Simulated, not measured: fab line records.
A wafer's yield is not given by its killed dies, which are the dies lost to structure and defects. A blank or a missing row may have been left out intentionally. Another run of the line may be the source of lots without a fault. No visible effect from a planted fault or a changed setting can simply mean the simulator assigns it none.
8D (eight disciplines) problem report, filled in by code	flow nand_harc	the parts of the form that need people (team, actions taken, sign-off) are left out

== 1. THE ISSUE ==
Wafers without a fault read 130.2 nm, standard deviation 0.62; cd_nm at NHARC_P_M1_CD_MEAS_09 reads a mean of 137.8 nm on 2 wafers belonging to 2 lots. That is +12 standard deviations from the usual mean.
The step: target cd 130 nm.
First observed at day 14 17:07: wafer L365.1, on cd_sem-01. The record holds 33 wafers of 12 lots with a number at this step. Rule for "out" (also "out of limits"): further than 4 standard deviations from the usual mean. All remaining wafers that have a number are taken as sound.

== 2. WHAT IT IS, AND WHAT IT ISN'T ==
question	is	is not
which readings at this step	cd_nm	-
which lots	L365, L366	L345, L346, L348, L349, L350, L351, L352, L353, L356, L367
which wafers of those lots	L365.1, L366.1	L365.2
read on which gauges	cd_sem-01, cd_sem-03	cd_sem-02
when	from day 14 17:07	up to then (28 sound wafers); but 3 sound wafers of L367 came after

== 3. SUSPECTS, AND WHAT RULES EACH OUT ==
Counting: a tool at a process step up to the reading stays a suspect if it ran every lot that is out. Sound lots after the first of them don't rule it out here, since some wafers of a struck lot are sound.
- ruled out: the gauge at NHARC_P_M1_CD_MEAS_09. 2 gauges (cd_sem-01, cd_sem-03) read the wafers that are out.
- litho_track-04 at NHARC_P_M1_PEB_07 (peb time 65 s): kept. It processed each lot that is out (first: L365, day 14 17:02); up to then, its last sound lot is L352 (day 9 02:07).
Left after counting: litho_track-04 at NHARC_P_M1_PEB_07.

== 4. THE CAUSE (what the simulator had put in) ==
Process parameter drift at NHARC_P_M1_PEB_07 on litho_track-04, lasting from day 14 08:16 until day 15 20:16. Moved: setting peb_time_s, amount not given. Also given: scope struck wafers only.
Only this tool survived the counting.

== 5. SEQUENCE OF EFFECTS, ordered by route ==
One row per reading whose mean, taken over the struck wafers that have a number, lies over 3 standard deviations from the usual. Readings are gone through only where the record gives a usual standard deviation; hours: the median, over the lots, of the time from a lot's start at the first step in this table giving one to that lot's start at this step; sigmas: the change measured in usual standard deviations.
hours	step	reading	usual	on struck wafers	change	sigmas
0	NHARC_P_M1_CD_MEAS_09	cd_nm	130.2 nm	137.8	+7.6	+12

== 6. HOW IT WOULD HAVE BEEN CAUGHT EARLIER ==
The first out-of-limits reading at a measuring or inspecting step in this record came at day 14 17:07, 9 hours after the fault's start at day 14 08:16.
Of the tool readings at NHARC_P_M1_PEB_07 for which the record gives a usual standard deviation, none was out on any struck wafer, so an alarm limit of 4 standard deviations on them would not have fired.
Of the lots that are out (2), L366 began NHARC_P_M1_PEB_07 on litho_track-04 after day 14 17:07. Had the tool been put on hold then, it would have been spared.
